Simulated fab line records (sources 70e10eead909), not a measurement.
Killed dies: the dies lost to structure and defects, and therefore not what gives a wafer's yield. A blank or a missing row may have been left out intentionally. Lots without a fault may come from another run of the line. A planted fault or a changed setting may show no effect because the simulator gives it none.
fab line records    flow nandHarc
[record] lots = 7  wafers = 21  lastDay = 30
route steps=1302 shown A_CHANNEL_FILL_D2@625 END@1302
lots with no fault: from the same line, run without faults
startH: start of the lot's first displayed wafer, in hours after the record's first day    waitH: how many hours have passed since the lot's step before this one    " as in the row above    L1.1+2: several wafers, shown together as one row    - value missing, or start not given    * or withheld: withheld    < > ~ a bound
route shown NAME@n: a module of which the file shows steps, and the number in the route of the first    usual: average and standard deviation across the fault-free wafers    same: alike in all rows    chamber/n: place in a boat    sites: readings site by site    _std_site: standard deviation across them    _edge_site: mean of outer sites minus mean of inner sites    radiusMm: for every site, how far away it sits from the centre of the wafer    mask NAME#n: copy n    behind: the last tool/chamber to shape the wafer    hold: why the lot was held/for how many hours/how that ended    device: names the non-switching transistor (n, p or np)    end of line: the tests these same wafers got at the end of their route    a step without rows: its recipe alone    killed: at the first sort, the dies lost to defects and structure; wafer yield is something else    map: dies across one wafer; x = killed, . = not, _ = none there
set.NAME: the run value of the setting; set.NAME@STEP: its run value at that earlier step    model.NAME: the simulator's own value behind a step, which no gauge read
lots seen at some steps along the route; tables by step, rows by wafer
services: from which hour (startH, from the record's first day; less than 0 if before it) a tool's chamber was out of use, for how many hours, and why
[[steps]]
[step NHARC_A_CHANNEL_FILL_D2_ANNEAL_22]
[recipe] tempC = 620  timeS = 7200
[step NHARC_A_CHANNEL_FILL_D2_ALD_25]
[recipe] targetThkA = 600  pulseTimeS = 10  aldCycles = 600  tempC = 300  material = SiOx
[usual] heaterPowerW = 455/45  precursorPulseHeightRel = 1.001/0.018
lot.wafer  tool      chamber  startH  waitH  heaterPowerW  precursorPulseHeightRel  sinceWetCleanH
L443.1     aldHk-02  1        339.12  0.1    431           1.033                    159
L443.2     "         3        340.37  1.3    417           1.012                    160
L443.3     "         0        "       "      468           0.971                    161
L448.4     aldHk-04  3        379.92  0.7    395           0.973                    117
L448.6     "         2        381.77  2.5    480           1.020                    -
L448.5     "         3        "       "      420           1.013                    -
L450.2     aldHk-04  3        411.24  0.7    402           1.023                    148
L450.4     "         0        "       "      380           0.980                    149
L450.3     "         1        "       "      513           0.987                    150
L455.2     aldHk-02  2        449.09  1.3    492           1.013                    91
L455.5     "         0        450.33  2.5    439           0.994                    -
L455.6     "         1        "       "      459           1.030                    -
L454.2     aldHk-01  1        449.70  1.9    550           0.997                    144
L454.6     "         2        "       "      460           0.997                    -
L454.5     "         3        "       "      403           1.032                    -
L456.2     aldHk-01  0        467.39  0.1    438           1.022                    162
L456.3     "         1        "       "      535           1.012                    162
L456.1     "         2        "       "      459           1.002                    163
L459.3     aldHk-04  1        502.64  1.4    505           0.975                    61
L459.4     "         3        503.88  2.6    421           1.003                    62
L459.5     "         1        505.11  3.9    515           1.012                    -
[step NHARC_A_CHANNEL_FILL_D2_ETCHBACK_08]
[recipe] targetDepthA = 2200  timeS = 110  c4f8FlowSccm = 20  arFlowSccm = withheld  rfW = 600  biasW = 300  chemistry = C4F8
[usual] oesProductAu = 0.96/0.036  rfVppV = 440/3.2
lot.wafer  tool        chamber  startH  waitH  oesProductAu  rfHoursCounterH  rfVppV
L443.1     rieDiel-09  2        -       -      1.02          0.3              444
L443.3     "           0        "       "      1.01          0.3              436
L443.2     "           1        "       "      1.00          0.3              437
L448.4     rieDiel-09  3        -       -      0.93          1.1              446
L448.5     "           1        "       "      0.93          -                436
L448.6     "           2        "       "      0.93          -                445
L450.4     rieDiel-10  0        -       -      0.94          4.7              444
L450.3     "           2        "       "      0.93          4.2              438
L450.2     "           3        "       "      0.93          4.6              437
L454.2     rieDiel-09  3        -       -      0.92          3.1              444
L454.6     "           1        "       "      0.92          -                438
L454.5     "           2        "       "      0.93          -                446
L455.2     rieDiel-10  2        -       -      0.92          0.3              439
L455.6     "           2        "       "      0.92          -                436
L455.5     "           3        "       "      0.95          -                438
L456.1     rieDiel-09  1        -       -      0.93          3.6              438
L456.2     "           3        "       "      0.91          3.3              444
L456.3     "           0        "       "      0.92          3.5              438
L459.3     rieDiel-10  1        -       -      0.95          3.2              438
L459.4     "           2        "       "      0.92          2.7              439
L459.5     "           0        "       "      0.92          -                445
[step NHARC_A_CHANNEL_FILL_D2_STRIP_29]
[recipe] timeS = 20  o2FlowSccm = 500  arFlowSccm = 0  biasW = 0  chemistry = O2
[usual] drypumpMotorCurrentA = 5.6/0.33  oesProductAu = 1.006/0.0093  rfVppV = 57.7/0.85  showerheadPlenumPTorr = 3.52/0.18  throttleValvePct = 17.037/0.0094
[same] biasW = 0
lot.wafer  tool        chamber  startH  waitH  drypumpMotorCurrentA  oesProductAu  rfHoursCounterH  rfVppV  showerheadPlenumPTorr  throttleValvePct
L443.2     rieDiel-09  0        -       -      5.8                   1.003         0.3              55.8    3.35                   17.042
L443.3     "           1        "       "      6.0                   0.999         0.3              58.0    3.36                   17.034
L443.1     "           3        "       "      5.5                   1.000         0.3              58.9    3.77                   17.030
L448.4     rieDiel-09  2        -       -      5.9                   1.005         1.2              57.9    3.73                   17.032
L448.6     "           3        "       "      5.4                   0.997         -                57.9    3.77                   17.047
L448.5     "           0        "       "      5.8                   0.997         -                55.7    3.35                   17.028
L450.2     rieDiel-10  3        -       -      5.0                   1.004         4.6              56.2    3.33                   17.051
L450.3     "           0        "       "      5.6                   1.014         4.8              58.0    3.76                   17.036
L450.4     "           2        "       "      5.3                   1.004         4.2              58.1    3.40                   17.031
L454.2     rieDiel-09  3        -       -      5.5                   0.989         3.1              57.4    3.77                   17.026
L454.6     "           0        "       "      5.8                   0.995         -                55.6    3.35                   17.022
L454.5     "           1        "       "      6.0                   1.000         -                57.4    3.36                   17.042
L455.2     rieDiel-10  3        -       -      5.0                   1.010         1.0              56.4    3.33                   17.044
L455.6     "           1        "       "      5.5                   1.001         -                57.7    3.46                   17.030
L455.5     "           2        "       "      5.3                   0.994         -                58.0    3.40                   17.035
L456.1     rieDiel-09  1        -       -      6.0                   1.014         3.6              56.7    3.36                   17.033
L456.3     "           2        "       "      5.9                   1.002         3.6              57.6    3.73                   17.041
L456.2     "           0        "       "      5.8                   0.985         3.5              58.4    3.35                   17.023
L459.3     rieDiel-10  0        -       -      5.6                   1.016         3.3              59.4    3.76                   17.029
L459.4     "           1        "       "      5.6                   1.020         3.2              58.0    3.46                   17.049
L459.5     "           0        "       "      5.6                   1.009         -                59.3    3.76                   17.044
[step NHARC_A_CHANNEL_FILL_D2_PRECLEAN_30]
[recipe] timeS = 30  chemistry = dHF
[step NHARC_A_CHANNEL_FILL_D2_SRD_31]
[step NHARC_A_CHANNEL_FILL_D2_CVD_09]
[recipe] targetThkA = 1500  tempC = 620  pressureMtorr = 200  timeS = 3000  material = poly-Si
[step NHARC_A_CHANNEL_FILL_D2_CMP_10]
[recipe] targetThkNm = 150
[usual] motorCurrentA = 12.5/1.7  timeToEndpointS = 15.2/2.3
lot.wafer  tool    chamber  startH  waitH  motorCurrentA  timeToEndpointS
L443.3     cmp-02  1        350.47  0.4    13.1           13.8
L443.2     "       2        "       "      11.3           17.9
L443.1     "       0        "       "      12.6           17.6
L448.4     cmp-03  1        391.91  0.4    10.8           11.8
L448.5     "       2        "       "      11.3           11.9
L448.6     "       3        "       "      11.8           16.2
L450.3     cmp-03  0        421.88  0.4    16.3           15.8
L450.2     "       1        "       "      10.9           13.7
L450.4     "       2        "       "      11.5           16.4
L455.2     cmp-01  0        459.14  0.4    13.2           12.5
L455.6     "       3        "       "      12.7           16.0
L455.5     "       0        "       "      13.3           13.3
L454.2     cmp-01  3        459.34  0.6    12.9           14.4
L454.6     "       0        "       "      13.6           7.5
L454.5     "       1        "       "      10.1           11.1
L456.2     cmp-03  0        478.82  0.4    16.4           14.1
L456.1     "       1        "       "      11.0           13.5
L456.3     "       3        "       "      11.3           14.3
L459.4     cmp-03  1        512.63  0.4    11.1           12.2
L459.3     "       3        "       "      11.6           18.1
L459.5     "       1        "       "      11.2           13.7
[step NHARC_A_CHANNEL_FILL_D2_SRD_12]
[step NHARC_A_CHANNEL_FILL_D2_RTA_24]
[recipe] tempC = 1000  timeS = 5
[usual] lampPowerPct = 29.2/2.9  lamp_zone_1_pct = 29.2/2.9  lamp_zone_5_pct = 29.2/2.9  wafer_temp_C_max = 1005.7/1.2
lot.wafer  tool          chamber  startH  waitH  lampPowerPct  lamp_zone_1_pct  lamp_zone_5_pct  wafer_temp_C_max
L443.1     rtpAnneal-01  0        350.89  0.0    31.9          31.9             31.9             1004.7
L443.2     "             0        "       "      31.9          31.9             31.9             1003.9
L443.3     "             0        "       "      31.9          31.9             31.9             1004.3
L448.4     rtpAnneal-02  0        392.34  0.1    26.0          26.0             26.0             1006.5
L448.5     "             0        "       "      26.0          26.0             26.1             1007.1
L448.6     "             0        "       "      26.0          26.0             26.0             1006.1
L450.2     rtpAnneal-01  0        422.30  0.1    31.9          31.9             31.9             1004.4
L450.3     "             0        "       "      31.9          31.9             31.8             1007.3
L450.4     "             0        "       "      31.9          31.8             31.9             1004.7
L455.2     rtpAnneal-01  0        459.57  0.1    31.9          32.0             31.9             1004.1
L455.5     "             0        "       "      31.9          31.9             31.8             1005.6
L455.6     "             0        "       "      31.9          31.9             31.9             1004.3
L455.2     rtpAnneal-01  0        459.95  0.4    31.8          31.9             31.9             1005.5
L455.5     "             0        "       "      31.9          31.9             31.8             1005.9
L455.6     "             0        "       "      31.9          31.9             31.9             1005.7
L454.2     rtpAnneal-01  0        459.74  0.1    31.9          31.9             31.8             1004.0
L454.5     "             0        "       "      31.8          31.9             31.9             1004.7
L454.6     "             0        "       "      31.9          31.9             31.8             1005.1
L456.1     rtpAnneal-01  0        479.24  0.0    31.9          31.9             31.9             1003.7
L456.2     "             0        "       "      31.9          31.8             31.9             1006.8
L456.3     "             0        "       "      31.9          31.9             31.9             1004.1
L456.1     rtpAnneal-01  0        479.61  0.3    31.9          31.9             31.9             1005.6
L456.2     "             0        "       "      31.9          31.9             31.9             1005.4
L456.3     "             0        "       "      31.9          31.9             31.9             1003.9
L459.3     rtpAnneal-02  0        513.27  0.2    26.1          26.0             26.0             1006.8
L459.4     "             0        "       "      26.0          26.0             26.0             1006.8
L459.5     "             0        "       "      26.1          26.1             26.0             1004.7
L459.3     rtpAnneal-02  0        513.64  0.3    26.0          26.0             26.1             1004.8
L459.4     "             0        "       "      26.0          26.1             26.0             1006.4
L459.5     "             0        "       "      26.0          26.0             26.0             1005.5
[step NHARC_A_CHANNEL_FILL_D2_INSPECT_13]
[usual] rawDefectCount = 376/130
lot.wafer  tool              chamber  startH  waitH  rawDefectCount
L443.1     defectInspect-02  -        351.09  0.2    418
L443.2     "                 -        "       "      364
L443.3     "                 -        "       "      334
L448.4     defectInspect-02  -        392.46  0.1    266
L448.5     "                 -        "       "      297
L448.6     "                 -        "       "      242
L450.2     defectInspect-01  -        422.47  0.1    303
L450.3     "                 -        "       "      380
L450.4     "                 -        "       "      339
L454.2     defectInspect-02  -        459.91  0.1    531
L454.5     "                 -        "       "      707
L454.6     "                 -        "       "      676
L455.2     defectInspect-01  -        460.12  0.1    269
L455.5     "                 -        "       "      333
L455.6     "                 -        "       "      354
L456.1     defectInspect-01  -        479.81  0.2    189
L456.2     "                 -        "       "      204
L456.3     "                 -        "       "      187
L459.3     defectInspect-02  -        513.78  0.1    350
L459.4     "                 -        "       "      261
L459.5     "                 -        "       "      380
[step NHARC_END_SORT_01]
[recipe] tempC = 25
[usual] killedAtArray = 52/18  killedAtOther = 0.6/1.1  killedAtPeriphery = 3.7/2.4  killedDies = 57/19  killedOpen = 3.1/1.7  killedShort = 2.5/1.7
[same] grossDies = 677
lot.wafer  tool       chamber  startH  waitH  killedAtArray  killedAtOther  killedAtPeriphery  killedDies  killedOpen  killedShort
L448.4     prober-02  0        605.30  3.5    35             3              6                  44          2           5
L448.5     prober-02  0        606.11  3.8    17             0              3                  20          1           4
L448.6     prober-02  0        606.93  4.1    32             2              1                  35          4           6
L456.1     prober-02  0        694.00  2.5    26             0              3                  29          2           4
L456.2     prober-02  0        694.81  2.8    20             0              1                  21          3           3
L456.3     prober-02  0        695.61  3.1    19             1              3                  23          5           3
L459.3     prober-02  0        726.82  3.2    62             0              7                  69          4           3
L459.4     prober-02  0        727.64  3.5    60             1              6                  67          4           4
L459.5     prober-02  0        728.46  3.8    66             0              4                  70          3           1
// killed by level:class
L448.4 A_CHANNEL_HOLE_D2:chamberFilmFlake=14 A_CONTACT:chamberFilmFlake=10 THIN_TSV:chamberFilmFlake=3 P_GATE:chamberFilmFlake=2 A_ZERO_WELL:chamberFilmFlake=2 A_CHANNEL_HOLE_D1:chamberFilmFlake=2 A_DECK1_JOINT:chamberFilmFlake=2 P_STI:geometricParticle:short=1
L448.5 A_CHANNEL_HOLE_D2:chamberFilmFlake=8 A_CHANNEL_HOLE_D1:chamberFilmFlake=3 P_M1:geometricParticle:open=1 A_ONON_D1:geometricParticle:short=1 A_ONON_D2:geometricParticle:short=1 A_WL_FILL:geometricParticle:short=1 A_M0:geometricParticle:short=1 P_STI:chamberFilmFlake=1
L448.6 A_CHANNEL_HOLE_D2:chamberFilmFlake=10 A_CONTACT:chamberFilmFlake=4 A_DECK1_JOINT:chamberFilmFlake=3 A_STAIRCASE:chamberFilmFlake=3 A_ONON_D1:geometricParticle:short=2 A_DECK1_JOINT:geometricParticle:short=2 THIN_TSV:chamberFilmFlake=2 P_CONTACT:geometricParticle:open=1
L456.1 A_CHANNEL_HOLE_D1:chamberFilmFlake=10 A_SLIT:chamberFilmFlake=6 A_STAIRCASE:chamberFilmFlake=3 A_CONTACT:chamberFilmFlake=3 P_GATE:geometricParticle:open=1 P_M0:geometricParticle:short=1 P_M0:geometricParticle:open=1 A_ONON_D2:geometricParticle:short=1
L456.2 A_CHANNEL_HOLE_D1:chamberFilmFlake=4 A_CONTACT:chamberFilmFlake=4 A_STAIRCASE:chamberFilmFlake=3 A_SLIT:chamberFilmFlake=2 P_M0:geometricParticle:short=1 A_CHANNEL_HOLE_D1:geometricParticle:short=1 A_CHANNEL_FILL_D2:geometricParticle:open=1 A_CHANNEL_FILL_D2:geometricParticle:short=1
L456.3 A_CHANNEL_HOLE_D1:chamberFilmFlake=5 A_CONTACT:chamberFilmFlake=5 A_CONTACT:geometricParticle:open=2 A_STAIRCASE:chamberFilmFlake=2 P_CONTACT:geometricParticle:open=1 P_M0:geometricParticle:open=1 P_M0:geometricParticle:short=1 A_ONON_D1:geometricParticle:short=1
L459.3 A_CHANNEL_HOLE_D1:chamberFilmFlake=25 A_CHANNEL_HOLE_D2:chamberFilmFlake=19 A_SLIT:chamberFilmFlake=5 A_CONTACT:chamberFilmFlake=5 P_M1:chamberFilmFlake=3 A_WL_FILL:chamberFilmFlake=2 P_STI:geometricParticle:short=1 P_M0:geometricParticle:short=1
L459.4 A_CHANNEL_HOLE_D1:chamberFilmFlake=25 A_CHANNEL_HOLE_D2:chamberFilmFlake=17 A_SLIT:chamberFilmFlake=7 P_M1:chamberFilmFlake=4 A_CONTACT:chamberFilmFlake=3 A_STAIRCASE:chamberFilmFlake=2 P_M1:geometricParticle:short=1 P_M1:geometricParticle:open=1
L459.5 A_CHANNEL_HOLE_D1:chamberFilmFlake=30 A_CHANNEL_HOLE_D2:chamberFilmFlake=20 A_SLIT:chamberFilmFlake=7 A_STAIRCASE:chamberFilmFlake=3 P_M1:chamberFilmFlake=2 A_CONTACT:chamberFilmFlake=2 P_M0:geometricParticle:open=1 A_CHANNEL_HOLE_D1:geometricParticle:open=1
[[services]]
tool          chamber  startH  hours  kind
rieDiel-09    -        320.10  9.0    pm
cmp-01        -        328.24  18.1   repair
cmp-02        -        330.51  4.0    pm
aldHk-02      -        349.32  10.0   pm
rieDiel-10    2        351.92  5.6    repair
cmp-03        -        358.78  4.0    pm
rieDiel-09    1        369.69  13.7   repair
rtpAnneal-01  -        372.00  12.0   pm
cmp-03        -        372.73  4.5    repair
cmp-01        -        384.51  4.0    pm
rieDiel-10    1        410.69  2.6    repair
cmp-01        -        419.48  2.1    repair
rieDiel-10    -        419.50  9.0    pm
cmp-01        -        424.13  4.5    repair
rieDiel-10    2        435.30  12.2   repair
cmp-01        -        448.19  1.5    repair
cmp-03        -        456.78  4.0    pm
rieDiel-10    1        469.00  2.4    repair
aldHk-01      -        474.88  10.0   pm
rieDiel-10    2        480.33  6.2    repair
cmp-01        -        482.51  4.0    pm
rieDiel-09    2        488.94  7.0    repair
rieDiel-09    -        497.10  9.0    pm
cmp-01        -        508.97  0.2    repair
[[key]]
[firstSign] step = NHARC_A_CHANNEL_FILL_D2_RTA_24  reading = visit  direction = added
effect none on later readings
metAt NHARC_A_CHANNEL_FILL_D2_RTA_24
struckWafers L455.2,L455.5,L455.6,L456.1,L456.2,L456.3,L459.3,L459.4,L459.5
testerLeftOut L455,L456,L459
[fault] kind = repeatedStepWhole  tool = rtpAnneal-01,rtpAnneal-02  chamber = -  onsetH = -  steps = NHARC_A_CHANNEL_FILL_D2_RTA_24  times = 1  scope = struckLotsOnly
// testerLeftOut: of these lots the tester's yield and bins aren't shown, on N5 and GAA mostly nor the transistor test; their killed dies are dies lost to structure and defects alone, not to doping, threshold or leakage, so they don't give the yield
